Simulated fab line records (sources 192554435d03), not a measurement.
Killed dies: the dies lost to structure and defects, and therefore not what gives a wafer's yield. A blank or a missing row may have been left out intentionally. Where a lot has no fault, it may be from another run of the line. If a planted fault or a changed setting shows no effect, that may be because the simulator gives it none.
fab line records | flow n5-finfet
record lots=7 | wafers=39
route steps=1938 shown WELL_APT@55 DUMMY_GATE@214 SD_EPI_N@277 SD_EPI_P@310 MOL_CONTACT_COAG@581 BEOL_M4@1111
start-h: start of the lot's first displayed wafer, in hours after the record's first day | wait-h: time in hours since the lot's previous step | " identical to the entry in the row above | L1.1+2: a row that stands for several wafers | - no value, or no start given | * or withheld: withheld | < > ~ a bound
route shown NAME@n: names a module that has steps shown in the file, with the first one's number in the route | usual: mean/standard deviation of fault-free wafers | same: alike in all rows | chamber/n: place in a boat | sites: per-site readings | _std_site: the values' standard deviation | _edge_site: mean of outer sites minus mean of inner sites | radius-mm: how far each site lies from the wafer's centre | mask NAME#n: copy n | behind: tool/chamber where the wafer was last shaped | hold: what put the lot on hold/how long, in hours/how the hold closed | device: transistor that didn't switch, given as n, p or np | end of line: at the end of the route, the tests of the same wafers | where a step has no rows: the recipe by itself | killed: dies that structure and defects cost at the first sort, which is not the same as the wafer's yield | map: a wafer's dies, marking killed ones x, the rest . and places with no die _
set.NAME: setting as actually run; set.NAME@STEP: the setting as run at that earlier step | model.NAME: the simulator's own value behind a step, which no gauge read
lots with deliberately changed settings; one table per step, one row per wafer
## steps
# step N5_WELL_APT_EPI_41
# recipe material=Si | target-thk-a=500 | temp-c=650 | precursor=SiH4/H2 | pressure-torr=20 | time-s=297.7
# step N5_DUMMY_GATE_ALD_02
# recipe material=SiO2 | target-thk-a=20 | temp-c=300 | ald-precursor-family=BDEAS | ald-co-reactant=O2-plasma | pulse-time-s=1 | pressure-torr=2
# step N5_DUMMY_GATE_ETCH_32
# recipe chemistry=CF4 | target=SiO2 | target-depth-a=35 | time-s=3.9 | ion-energy-ev=350 | pressure-mtorr=10 | icp-w=800 | bias-w=400 | cf4-flow-sccm=80
# step N5_SD_EPI_N_ETCHBACK_44
# recipe chemistry=CH3F/O2 | mode=anisotropic-etchback | target=SiNx | target-depth-a=145 | stop-on=SiO2 | over-etch-frac=0.3 | ion-energy-ev=120 | pressure-mtorr=30 | source-w=395 | bias-w=73 | Ar_flow_sccm=150 | CH3F_flow_sccm=30 | O2_flow_sccm=20
# step N5_SD_EPI_N_EPI_21
# recipe material=Si:P | dopant=P | temp-c=680 | pressure-torr=255 | time-s=690
# step N5_SD_EPI_P_ETCHBACK_46
# recipe chemistry=CH3F/O2 | mode=anisotropic-etchback | target=SiNx | target-depth-a=175 | stop-on=SiO2 | over-etch-frac=0.3 | ion-energy-ev=120 | pressure-mtorr=30 | source-w=395 | bias-w=73 | Ar_flow_sccm=150 | CH3F_flow_sccm=30 | O2_flow_sccm=20
# step N5_MOL_CONTACT_COAG_ETCH_91
# recipe chemistry=N2/H2 | target=SOC | target-depth-a=600 | overetch-a=210 | mask-material=SiARC | temp-c=40 | time-s=101.2 | ion-energy-ev=200 | pressure-mtorr=30 | source-w=840 | bias-w=150 | n2-flow-sccm=200 | h2-flow-sccm=200
# step N5_BEOL_M4_RC_MEAS_101
# usual CJ_N=4.34/0.092 | RS_SD_N=28.3/0.45
lot.wafer | tool      | chamber | start-h | wait-h | set.time-s@WELL_APT_EPI_41 | set.target-thk-a@DUMMY_GATE_ALD_02 | set.time-s@DUMMY_GATE_ETCH_32 | set.over-etch-frac@SD_EPI_N_ETCHBACK_44 | set.temp-c@SD_EPI_N_EPI_21 | set.target-depth-a@SD_EPI_P_ETCHBACK_46 | set.time-s@MOL_CONTACT_COAG_ETCH_91 | CJ_N | RS_SD_N[ohm/sq]
L076.1    | prober-01 | 0       | 187.06  | 0.0    | 297.7                      | 21.32                              | 3.527                         | 0.2842                                  | 675.4                      | 175                                     | 83.43                               | 4.40 | 31.1
L076.2    | "         | 0       | "       | "      | 297.7                      | 20                                 | 3.9                           | 0.2842                                  | 675.4                      | 175                                     | 101.2                               | 4.36 | 30.7
L076.3    | "         | 0       | "       | "      | 297.7                      | 21.32                              | 3.9                           | 0.2842                                  | 680                        | 175                                     | 83.43                               | 4.32 | 28.3
L076.4    | "         | 0       | "       | "      | 297.7                      | 20                                 | 3.9                           | 0.3                                     | 680                        | 175                                     | 83.43                               | 4.42 | 28.5
L076.5    | "         | 0       | "       | "      | 297.7                      | 21.32                              | 3.527                         | 0.3                                     | 675.4                      | 175                                     | 101.2                               | 4.37 | 31.2
L076.6    | "         | 0       | "       | "      | 297.7                      | 20                                 | 3.527                         | 0.3                                     | 680                        | 175                                     | 101.2                               | 4.34 | 28.4
L079.1    | prober-02 | 0       | 214.31  | 0.0    | 297.7                      | 20                                 | 3.9                           | 0.3                                     | 680                        | 175                                     | 123.6                               | 4.31 | 28.0
L079.2    | "         | 0       | "       | "      | 314.6                      | 22.56                              | 3.9                           | 0.3                                     | 680                        | 175                                     | 101.2                               | 3.95 | 27.9
L079.3    | "         | 0       | "       | "      | 297.7                      | 20                                 | 3.9                           | 0.2917                                  | 680                        | 175                                     | 101.2                               | 4.43 | 28.6
L079.4    | "         | 0       | "       | "      | 314.6                      | 20                                 | 3.9                           | 0.2917                                  | 680                        | 175                                     | 123.6                               | 4.03 | 28.4
L079.5    | "         | 0       | "       | "      | 297.7                      | 22.56                              | 3.9                           | 0.2917                                  | 680                        | 175                                     | 101.2                               | 4.38 | 28.7
L079.6    | "         | 0       | "       | "      | 314.6                      | 22.56                              | 3.9                           | 0.3                                     | 680                        | 175                                     | 123.6                               | 4.07 | 28.2
L082.2    | prober-01 | 0       | 227.88  | 0.2    | 297.7                      | 20                                 | 3.9                           | 0.3                                     | 680                        | 175                                     | 101.2                               | 4.29 | 28.6
L082.3    | "         | 0       | "       | "      | 297.7                      | 20                                 | 3.9                           | 0.3                                     | 680                        | 175                                     | 101.2                               | 4.44 | 28.2
L082.6    | "         | 0       | "       | "      | 297.7                      | 20                                 | 3.9                           | 0.3                                     | 680                        | 175                                     | 101.2                               | 4.45 | 27.7
L084.1    | prober-02 | 0       | 244.66  | 0.0    | 297.7                      | 21.29                              | 3.033                         | 0.2778                                  | 680                        | 175                                     | 101.2                               | 4.36 | 28.0
L084.2    | "         | 0       | "       | "      | 297.7                      | 21.29                              | 3.033                         | 0.3                                     | 680                        | 151                                     | 101.2                               | 4.29 | 28.2
L084.3    | "         | 0       | "       | "      | 297.7                      | 20                                 | 3.9                           | 0.3                                     | 680                        | 175                                     | 101.2                               | 4.41 | 28.1
L084.4    | "         | 0       | "       | "      | 297.7                      | 21.29                              | 3.9                           | 0.2778                                  | 680                        | 175                                     | 101.2                               | 4.26 | 28.1
L084.5    | "         | 0       | "       | "      | 297.7                      | 20                                 | 3.033                         | 0.3                                     | 680                        | 151                                     | 101.2                               | 4.40 | 27.9
L084.6    | "         | 0       | "       | "      | 297.7                      | 20                                 | 3.9                           | 0.2778                                  | 680                        | 151                                     | 101.2                               | 4.33 | 27.9
L093.1    | prober-02 | 0       | 288.05  | 0.0    | 297.7                      | 20                                 | 3.9                           | 0.3184                                  | 683.6                      | 175                                     | 108.8                               | 4.31 | 26.8
L093.2    | "         | 0       | "       | "      | 297.7                      | 20                                 | 4.3                           | 0.3                                     | 680                        | 184.1                                   | 101.2                               | 4.29 | 28.1
L093.3    | "         | 0       | "       | "      | 281.7                      | 20.96                              | 3.9                           | 0.3184                                  | 683.6                      | 184.1                                   | 101.2                               | 4.47 | 26.6
L093.4    | "         | 0       | "       | "      | 297.7                      | 20.96                              | 4.3                           | 0.3184                                  | 680                        | 184.1                                   | 108.8                               | 4.23 | 28.1
L093.5    | "         | 0       | "       | "      | 281.7                      | 20.96                              | 4.3                           | 0.3                                     | 683.6                      | 175                                     | 101.2                               | 4.54 | 26.5
L093.6    | "         | 0       | "       | "      | 281.7                      | 20                                 | 3.9                           | 0.3                                     | 680                        | 175                                     | 108.8                               | 4.57 | 27.9
L094.1    | prober-02 | 0       | 303.98  | 0.0    | 305.7                      | 17.24                              | 3.9                           | 0.2822                                  | 680                        | 192.8                                   | 101.2                               | 4.18 | 28.3
L094.2    | "         | 0       | "       | "      | 297.7                      | 20                                 | 3.9                           | 0.2822                                  | 680                        | 175                                     | 116.6                               | 4.38 | 28.0
L094.3    | "         | 0       | "       | "      | 297.7                      | 20                                 | 3.9                           | 0.3                                     | 680                        | 192.8                                   | 101.2                               | 4.37 | 28.1
L094.4    | "         | 0       | "       | "      | 305.7                      | 17.24                              | 3.9                           | 0.2822                                  | 680                        | 175                                     | 116.6                               | 4.21 | 28.2
L094.5    | "         | 0       | "       | "      | 297.7                      | 17.24                              | 3.9                           | 0.3                                     | 680                        | 175                                     | 101.2                               | 4.42 | 27.9
L094.6    | "         | 0       | "       | "      | 305.7                      | 20                                 | 3.9                           | 0.3                                     | 680                        | 192.8                                   | 116.6                               | 4.15 | 28.0
L096.1    | prober-01 | 0       | 313.78  | 0.0    | 308.2                      | 20                                 | 4.301                         | 0.3                                     | 683.5                      | 162.3                                   | 101.2                               | 4.12 | 26.2
L096.2    | "         | 0       | "       | "      | 308.2                      | 20                                 | 4.301                         | 0.2933                                  | 680                        | 175                                     | 101.2                               | 4.18 | 28.2
L096.3    | "         | 0       | "       | "      | 297.7                      | 21.99                              | 4.301                         | 0.3                                     | 680                        | 162.3                                   | 101.2                               | 4.25 | 27.8
L096.4    | "         | 0       | "       | "      | 308.2                      | 21.99                              | 3.9                           | 0.2933                                  | 683.5                      | 175                                     | 101.2                               | 4.04 | 26.1
L096.5    | "         | 0       | "       | "      | 297.7                      | 21.99                              | 3.9                           | 0.2933                                  | 680                        | 162.3                                   | 101.2                               | 4.39 | 27.8
L096.6    | "         | 0       | "       | "      | 297.7                      | 20                                 | 3.9                           | 0.3                                     | 683.5                      | 175                                     | 101.2                               | 4.25 | 26.1
## key
split step=N5_WELL_APT_EPI_41 | setting=time-s | stated-as=297.7
response step=N5_BEOL_M4_RC_MEAS_101 | reading=CJ_N | slope=-0.0559 | per=1% | together-with=all | explained=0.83
split step=N5_DUMMY_GATE_ALD_02 | setting=target-thk-a | stated-as=20
response none clear
split step=N5_DUMMY_GATE_ETCH_32 | setting=time-s | stated-as=3.9
response none clear
split step=N5_SD_EPI_N_ETCHBACK_44 | setting=over-etch-frac | stated-as=0.3
response none clear
split step=N5_SD_EPI_N_EPI_21 | setting=temp-c | stated-as=680
response step=N5_BEOL_M4_RC_MEAS_101 | reading=RS_SD_N | slope=-3.43 | per=1% | together-with=all | explained=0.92
split step=N5_SD_EPI_P_ETCHBACK_46 | setting=target-depth-a | stated-as=175
response none clear
split step=N5_MOL_CONTACT_COAG_ETCH_91 | setting=time-s | stated-as=101.2
response none clear
